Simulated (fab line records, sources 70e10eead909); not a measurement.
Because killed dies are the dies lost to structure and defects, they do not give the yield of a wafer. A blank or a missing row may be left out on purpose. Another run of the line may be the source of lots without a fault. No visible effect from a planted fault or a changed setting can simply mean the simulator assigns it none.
Check of tool commonality + flow nandHarc + 11 lots, 33 wafers sampled

REASON FOR OPENING
On 2 of the 11 lots, a flag is raised at NHARC_P_M0_CD_MEAS_09 on the reading cdNm. No-fault wafers: 90.3 nm, standard deviation 0.66.
Rule: flag the lot when none of its wafers has a number, or when each of its wafers that has one lies beyond 4 standard deviations from that mean. The other lots count as sound.

| lot  | measured     | on       | cdNm (nm), wafer by wafer | flag    |
|------|--------------|----------|---------------------------|---------|
| L977 | day 5 22:35  | cdSem-01 | 90.3 90.4 89.4            |         |
| L979 | day 6 16:37  | cdSem-01 | 90.3 90.9 90.3            |         |
| L985 | day 10 05:01 | cdSem-03 | 89.2 88.6 88.9            |         |
| L984 | day 10 05:59 | cdSem-03 | 90.0 89.9 89.1            |         |
| L986 | day 10 11:59 | cdSem-03 | 89.7 89.8 89.7            |         |
| L983 | day 10 13:19 | cdSem-02 | 90.2 91.5 89.4            |         |
| L987 | day 10 13:31 | cdSem-01 | 91.0 91.6 90.9            |         |
| L982 | day 10 18:40 | cdSem-03 | 91.0 90.5 90.7            |         |
| L988 | day 10 21:22 | cdSem-02 | 89.7 90.6 91.3            |         |
| L998 | day 15 02:28 | cdSem-01 | 94.7 96.0 95.9            | FLAGGED |
| L999 | day 15 08:47 | cdSem-02 | 95.6 95.1 95.2            | FLAGGED |
Average over the flagged lots: 95.4 nm; offset from the usual +5.1 nm, equal to +8 standard deviations.

WHICH TOOL EACH LOT WENT THROUGH
The record holds 3 process steps before the reading, out of a route of 1302 steps. Each cell gives the tool, then ch followed by the chambers the sampled wafers passed through, then the start.
| lot  | flag    | NHARC_P_CONTACT_ETCH_35           | NHARC_P_CONTACT_CVD_23                  | NHARC_P_M0_PEB_07                |
|------|---------|-----------------------------------|-----------------------------------------|----------------------------------|
| L977 |         | rieDiel-07 ch 1,3, day 5 18:40    | cvdW-01 ch 0,1, day 5 22:30 or earlier  | lithoTrack-06 ch 0, day 5 22:30  |
| L979 |         | rieDiel-07 ch 0,3, day 6 12:44    | cvdW-02 ch 1, day 6 16:32 or earlier    | lithoTrack-04 ch 0, day 6 16:32  |
| L985 |         | rieDiel-07 ch 0,1,2, day 10 01:07 | cvdW-01 ch 0,1, day 10 04:56 or earlier | lithoTrack-01 ch 0, day 10 04:56 |
| L984 |         | rieDiel-13 ch 0,2,3, day 10 01:56 | cvdW-01 ch 0,1, day 10 05:55 or earlier | lithoTrack-01 ch 0, day 10 05:55 |
| L986 |         | rieDiel-13 ch 0,2,3, day 10 08:00 | cvdW-01 ch 0,1, day 10 11:54 or earlier | lithoTrack-01 ch 0, day 10 11:54 |
| L983 |         | rieDiel-13 ch 0,2, day 10 09:15   | cvdW-02 ch 0,1, day 10 13:14 or earlier | lithoTrack-06 ch 0, day 10 13:14 |
| L987 |         | rieDiel-07 ch 2,3, day 10 09:22   | cvdW-01 ch 0,1, day 10 13:26 or earlier | lithoTrack-04 ch 0, day 10 13:26 |
| L982 |         | rieDiel-07 ch 1,2,3, day 10 14:45 | cvdW-01 ch 0,1, day 10 18:35 or earlier | lithoTrack-06 ch 0, day 10 18:35 |
| L988 |         | rieDiel-02 ch 0,3, day 10 17:20   | cvdW-02 ch 0,1, day 10 21:16 or earlier | lithoTrack-06 ch 0, day 10 21:16 |
| L998 | FLAGGED | rieDiel-02 ch 0,1,2, day 14 22:34 | cvdW-01 ch 0,1, day 15 02:23 or earlier | lithoTrack-04 ch 0, day 15 02:23 |
| L999 | FLAGGED | rieDiel-07 ch 1,2,3, day 15 04:50 | cvdW-02 ch 0,1, day 15 08:43 or earlier | lithoTrack-04 ch 0, day 15 08:43 |
What the steps here do:
- NHARC_P_CONTACT_ETCH_35: etches the open film in CF4, target depth 39 nm, time 65 s.
- NHARC_P_CONTACT_CVD_23: deposits W, target thk 200 nm, time 557 s.
- NHARC_P_M0_PEB_07: peb time 65 s.
- NHARC_P_M0_CD_MEAS_09: target cd 90 nm.

FLAGGED AGAINST TOTAL, ONE TOOL AT A TIME (gauges that did the reading follow at the end)
| step                    | tool          | lots run | flagged | share of the flagged lots | sound lots run after its first flagged lot |
|-------------------------|---------------|----------|---------|---------------------------|--------------------------------------------|
| NHARC_P_CONTACT_ETCH_35 | rieDiel-02    | 2        | 1       | some                      | 0                                          |
| NHARC_P_CONTACT_ETCH_35 | rieDiel-07    | 6        | 1       | some                      | 0                                          |
| NHARC_P_CONTACT_ETCH_35 | rieDiel-13    | 3        | 0       | none                      | -                                          |
| NHARC_P_CONTACT_CVD_23  | cvdW-01       | 7        | 1       | some                      | 0                                          |
| NHARC_P_CONTACT_CVD_23  | cvdW-02       | 4        | 1       | some                      | 0                                          |
| NHARC_P_M0_PEB_07       | lithoTrack-01 | 3        | 0       | none                      | -                                          |
| NHARC_P_M0_PEB_07       | lithoTrack-04 | 4        | 2       | all                       | 0                                          |
| NHARC_P_M0_PEB_07       | lithoTrack-06 | 4        | 0       | none                      | -                                          |
| NHARC_P_M0_CD_MEAS_09   | cdSem-01      | 4        | 1       | some                      | 0                                          |
| NHARC_P_M0_CD_MEAS_09   | cdSem-02      | 3        | 1       | some                      | 0                                          |
| NHARC_P_M0_CD_MEAS_09   | cdSem-03      | 4        | 0       | none                      | -                                          |
With no start given for some of its lots, NHARC_P_CONTACT_CVD_23 uses the hours and lot order of NHARC_P_M0_PEB_07.

WHAT THE TABLE ALLOWS
All flagged lots share 1 row of the table, namely lithoTrack-04 at NHARC_P_M0_PEB_07.
- lithoTrack-04 at NHARC_P_M0_PEB_07: 2 of its 4 lots flagged. It ran its last sound lot, L987, at day 10 13:26 and its first flagged lot, L998, at day 15 02:23: a fault with its onset between the two fits. Its own readings (heaterPowerTotalW, plateTempC) fall more than 4 standard deviations out on all wafers of the flagged lots.
Just one tool remains: lithoTrack-04 at NHARC_P_M0_PEB_07.

WHAT WAS PUT IN BY THE SIMULATOR
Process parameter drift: lithoTrack-04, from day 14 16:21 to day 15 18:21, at NHARC_P_M0_PEB_07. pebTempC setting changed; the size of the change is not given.
Struck lots among those shown: L998, L999. Same finding as the rule above.
